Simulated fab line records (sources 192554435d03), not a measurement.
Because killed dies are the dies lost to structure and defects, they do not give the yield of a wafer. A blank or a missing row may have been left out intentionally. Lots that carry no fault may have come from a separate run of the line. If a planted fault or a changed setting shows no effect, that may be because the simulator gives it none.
Split-lot experiment + flow n5-finfet + route with 1938 steps; 7 lots, 39 wafers read

== ON THE SPLIT ==
At N5_SD_EPI_N_DEVELOP_08 (develop time 30 s), the setting develop-time-s was moved away from the recipe's 30 s on 12 of the 39 wafers read, by -39.2% to +49.2%. This setting was run at the recipe's value on the other wafers.

There is no step in the file separating the split from the reading.

== THE READING ==
cd-nm (nm) at N5_SD_EPI_N_CD_MEAS_09, where the cd target is 120 nm. Fault-free wafers of this fab line usually give 119.7 nm, standard deviation 0.58 nm.

| wafer  | tool, chamber at the split | develop-time-s as run, s | against the recipe | cd-nm, nm | against lot-mates on the recipe |
|--------|----------------------------|--------------------------|--------------------|-----------|---------------------------------|
| L075.1 | litho-track-04, 0          | 30                       | recipe             | 119.3     | -                               |
| L075.2 | litho-track-04, 0          | 30                       | recipe             | 119.6     | -                               |
| L075.3 | litho-track-04, 0          | 30                       | recipe             | 119.9     | -                               |
| L075.4 | litho-track-04, 0          | 30                       | recipe             | 119.3     | -                               |
| L075.5 | litho-track-04, 0          | 30                       | recipe             | 119.7     | -                               |
| L075.6 | litho-track-04, 0          | 30                       | recipe             | 119.9     | -                               |
| L088.1 | litho-track-01, 0          | 30                       | recipe             | 119.2     | -                               |
| L088.2 | litho-track-01, 0          | 30                       | recipe             | 119.6     | -                               |
| L088.6 | litho-track-01, 0          | 30                       | recipe             | 119.4     | -                               |
| L089.1 | litho-track-04, 0          | 30                       | recipe             | 119.3     | -                               |
| L089.2 | litho-track-04, 0          | 18.51                    | -38.3%             | 116.9     | -2.7                            |
| L089.3 | litho-track-04, 0          | 18.51                    | -38.3%             | 116.4     | -3.2                            |
| L089.4 | litho-track-04, 0          | 30                       | recipe             | 119.6     | -                               |
| L089.5 | litho-track-04, 0          | 30                       | recipe             | 119.8     | -                               |
| L089.6 | litho-track-04, 0          | 18.51                    | -38.3%             | 117.4     | -2.2                            |
| L090.1 | litho-track-04, 0          | 30                       | recipe             | 119.3     | -                               |
| L090.2 | litho-track-04, 0          | 18.23                    | -39.2%             | 116.4     | -2.7                            |
| L090.3 | litho-track-04, 0          | 18.23                    | -39.2%             | 116.8     | -2.3                            |
| L090.4 | litho-track-04, 0          | 30                       | recipe             | 118.8     | -                               |
| L090.5 | litho-track-04, 0          | 18.23                    | -39.2%             | 116.9     | -2.2                            |
| L090.6 | litho-track-04, 0          | 30                       | recipe             | 119.1     | -                               |
| L092.1 | litho-track-03, 0          | 41.68                    | +38.9%             | 121.5     | +1.5                            |
| L092.2 | litho-track-03, 0          | 41.68                    | +38.9%             | 121.3     | +1.3                            |
| L092.3 | litho-track-03, 0          | 30                       | recipe             | 119.7     | -                               |
| L092.4 | litho-track-03, 0          | 41.68                    | +38.9%             | 121.3     | +1.3                            |
| L092.5 | litho-track-03, 0          | 30                       | recipe             | 120.4     | -                               |
| L092.6 | litho-track-03, 0          | 30                       | recipe             | 119.8     | -                               |
| L094.1 | litho-track-04, 0          | 44.77                    | +49.2%             | 122.2     | +2.2                            |
| L094.2 | litho-track-04, 0          | 44.77                    | +49.2%             | 123.2     | +3.2                            |
| L094.3 | litho-track-04, 0          | 30                       | recipe             | 120.2     | -                               |
| L094.4 | litho-track-04, 0          | 30                       | recipe             | 119.7     | -                               |
| L094.5 | litho-track-04, 0          | 44.77                    | +49.2%             | 122.3     | +2.3                            |
| L094.6 | litho-track-04, 0          | 30                       | recipe             | 120.0     | -                               |
| L097.1 | litho-track-01, 0          | 30                       | recipe             | 119.7     | -                               |
| L097.2 | litho-track-01, 0          | 30                       | recipe             | 119.2     | -                               |
| L097.3 | litho-track-01, 0          | 30                       | recipe             | 118.7     | -                               |
| L097.4 | litho-track-01, 0          | 30                       | recipe             | 119.0     | -                               |
| L097.5 | litho-track-01, 0          | 30                       | recipe             | 118.7     | -                               |
| L097.6 | litho-track-01, 0          | 30                       | recipe             | 119.0     | -                               |

FIT RESULTS
A straight line over all 39 wafers: cd-nm changes by +0.0625 nm for each +1% of develop-time-s; r = +0.96; the points scatter about the line by 0.45 nm.
The same after taking each lot's own level away (the mean of its wafers on the recipe; 39 wafers): +0.0545 nm for each +1%; r = +0.96; scatter 0.38 nm.
The reading moves by 2.7 nm for the largest change in develop-time-s, on that fit.
Across the lots, their own levels run from 119.05 to 119.97 nm, a range of 1.6 times the standard deviation given above.
Thus the slope moves with the lot-to-lot level: the two fits are different.
Check: +2.61 nm against its lot-mates is what the line predicts for one of the wafers moved furthest among these (+49.2%) when that wafer is left out of the fit. Against them it came out at +2.23 nm.

== THESE WAFERS: OTHER SPLITS ==
Note: prior to the reading, these wafers also went through further splits. Each is held against what the fit with the lots' levels taken away leaves over:
| other split on the same wafers          | wafers away from the commonest value | r with cd-nm (lot level and that fit taken away) |
|-----------------------------------------|--------------------------------------|--------------------------------------------------|
| N5_ZERO_LAYER_DEVELOP_10 develop-time-s | 9                                    | +0.17                                            |
| N5_FIN_SAQP_SPACER2_ALD_28 target-thk-a | 15                                   | +0.37                                            |

== THE WHOLE CHAIN: every reading that the file lists as answering this split, in the file's order ==
| step                   | what it does                                           | reading                                                         | change (the file's fit)                | r (the file's) |
|------------------------|--------------------------------------------------------|-----------------------------------------------------------------|----------------------------------------|----------------|
| N5_SD_EPI_N_CD_MEAS_09 | target cd 120 nm                                       | cd-nm                                                           | +0.0549 nm for each +1% of the setting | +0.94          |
| N5_SD_EPI_N_DESCUM_14  | chemistry O2, time 7.9 s                               | SD_EPI_N.cd-nm (the simulator's own value, which no gauge read) | +0.0537 nm for each +1% of the setting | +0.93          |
| N5_SD_EPI_N_ETCH_34    | etches SiARC in CF4, target depth 45.5 nm, time 75.8 s | SD_EPI_N.cd-nm (the simulator's own value, which no gauge read) | +0.0528 nm for each +1% of the setting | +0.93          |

== FILE'S OWN FIT ==
cd-nm changes by +0.0549 nm for each +1% of develop-time-s, r = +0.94.
